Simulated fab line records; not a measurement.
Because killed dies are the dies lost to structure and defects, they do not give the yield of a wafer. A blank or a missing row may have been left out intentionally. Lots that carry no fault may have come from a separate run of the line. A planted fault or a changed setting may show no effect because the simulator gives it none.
Chamber matching    flow nand-harc    NHARC_A_STAIRCASE_DEP_471 on pecvd-04 has 3 sister chambers
The step deposits SiO2, target thk 100 nm. 6 wafers are shown with their chamber, then 10 later ones without.

WAFERS WITH THEIR CHAMBER
wafer   chamber  heater-power-w (W)  throttle-valve-pct (%)
L079.6  2        699                 15.8
L086.1  0        490                 15.8
L086.2  1        507                 16.0
L086.5  0        485                 15.5
L088.1  2        726                 15.1
L088.3  1        572                 15.8

WAFERS WHOSE CHAMBER IS MISSING
wafer   heater-power-w (W)  throttle-valve-pct (%)
L088.6  486                 16.0
L093.1  475                 15.8
L093.2  415                 16.2
L093.6  570                 15.3
L095.1  470                 16.0
L095.3  427                 16.2
L095.6  463                 16.2
L096.1  476                 15.9
L096.4  494                 16.0
L096.5  637                 15.1

WHICH CHAMBER EACH ONE RAN IN
wafer   from the rows above      in truth
L088.6  can't be placed: 0 or 1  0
L093.1  can't be placed: 0 or 1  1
L093.2  can't be placed: 0 or 1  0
L093.6  can't be placed: 1 or 0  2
L095.1  can't be placed: 0 or 1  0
L095.3  can't be placed: 0 or 1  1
L095.6  can't be placed: 0 or 1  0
L096.1  can't be placed: 0 or 1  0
L096.4  can't be placed: 0 or 1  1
L096.5  can't be placed: 2 or 1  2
Correct placement for 0 of the 10. These rows do not allow placing 10 (true chamber among the candidates in 9). Placed wrongly: 0.
How it was worked out, from the rows above alone: a wafer's distance from a chamber is the root of the sum, over the readings, of the square of ((its reading less the chamber's mean) divided by the reading's scatter). If the next closest chamber is less than 2 further off than the closest, the wafer can't be placed; otherwise it belongs to the closest. Each chamber's mean is taken over the wafers shown for it. The scatter is the square root of a quotient: the sum, over the shown wafers, of each reading's squared deviation from its chamber's mean, divided by wafers minus chambers.
